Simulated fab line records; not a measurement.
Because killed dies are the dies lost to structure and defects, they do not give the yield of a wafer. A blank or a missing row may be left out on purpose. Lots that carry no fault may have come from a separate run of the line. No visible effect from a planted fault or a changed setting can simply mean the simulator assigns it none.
Chamber matching ; flow n5Finfet ; 4 sister chambers for N5_BEOL_M6_ETCH_66 on rieDiel-04
The step etches SOC in N2/H2, target depth 80 nm, overetch 16 nm, time 120 s. 16 wafers are shown with their chamber, then 8 later ones without.

## WAFERS, EACH WITH ITS CHAMBER
wafer;chamber;drypumpMotorCurrentA (A);showerheadPlenumPTorr (Torr);throttleValvePct (%)
L078.1;2;5.6;2.40;18.00
L078.2;0;6.7;2.72;17.82
L078.5;1;6.3;2.49;17.35
L079.3;0;6.7;2.72;17.83
L079.4;3;6.4;2.58;17.81
L079.6;1;6.3;2.49;17.38
L085.1;1;6.3;2.49;17.39
L085.4;3;6.4;2.57;17.81
L085.6;0;6.7;2.72;17.86
L086.1;3;6.4;2.57;17.84
L086.3;0;6.7;2.72;17.85
L086.5;1;6.3;2.49;17.41
L087.1;1;6.3;2.48;17.40
L087.4;0;6.8;2.72;17.87
L087.5;0;6.7;2.72;17.85
L091.2;0;6.7;2.71;17.88

SIGNATURES (means of the wafers above)
reading;chamber 0;chamber 1;chamber 2;chamber 3;scatter within a chamber
drypumpMotorCurrentA;6.714;6.300;5.600;6.400;0.0267
showerheadPlenumPTorr;2.7186;2.4880;2.4000;2.5733;0.0044
throttleValvePct;17.8514;17.3860;18.0000;17.8200;0.0212
Rule: distance of a wafer from a chamber = root of the sum over the readings of ((wafer's reading minus chamber's mean) / reading's scatter) squared. The wafer belongs to the nearest chamber; if the next one is less than 2 further off, it can't be placed. The scatter: the root of (the sum of the squares of (reading less its chamber's mean) over the shown wafers, divided by (wafers less chambers)).

## WAFERS WITHOUT THEIR CHAMBER
wafer;drypumpMotorCurrentA (A);showerheadPlenumPTorr (Torr);throttleValvePct (%)
L091.3;6.3;2.48;17.42
L091.6;6.4;2.57;17.84
L093.1;6.3;2.48;17.41
L093.3;5.6;2.71;17.58
L093.6;6.3;2.48;17.42
L095.1;5.6;2.71;17.58
L095.3;6.4;2.56;17.86
L095.4;6.3;2.48;17.42

## WHICH CHAMBER EACH ONE RAN IN
wafer;from the rows above;in truth
L091.3;1;1
L091.6;3;3
L093.1;1;1
L093.3;can't be placed: 0 or 3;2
L093.6;1;1
L095.1;can't be placed: 0 or 3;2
L095.3;3;3
L095.4;1;1
Correct placement for 6 of the 8. Unplaceable from these rows: 2, with the true chamber sitting among the candidates in 0. Number placed wrongly: 0.
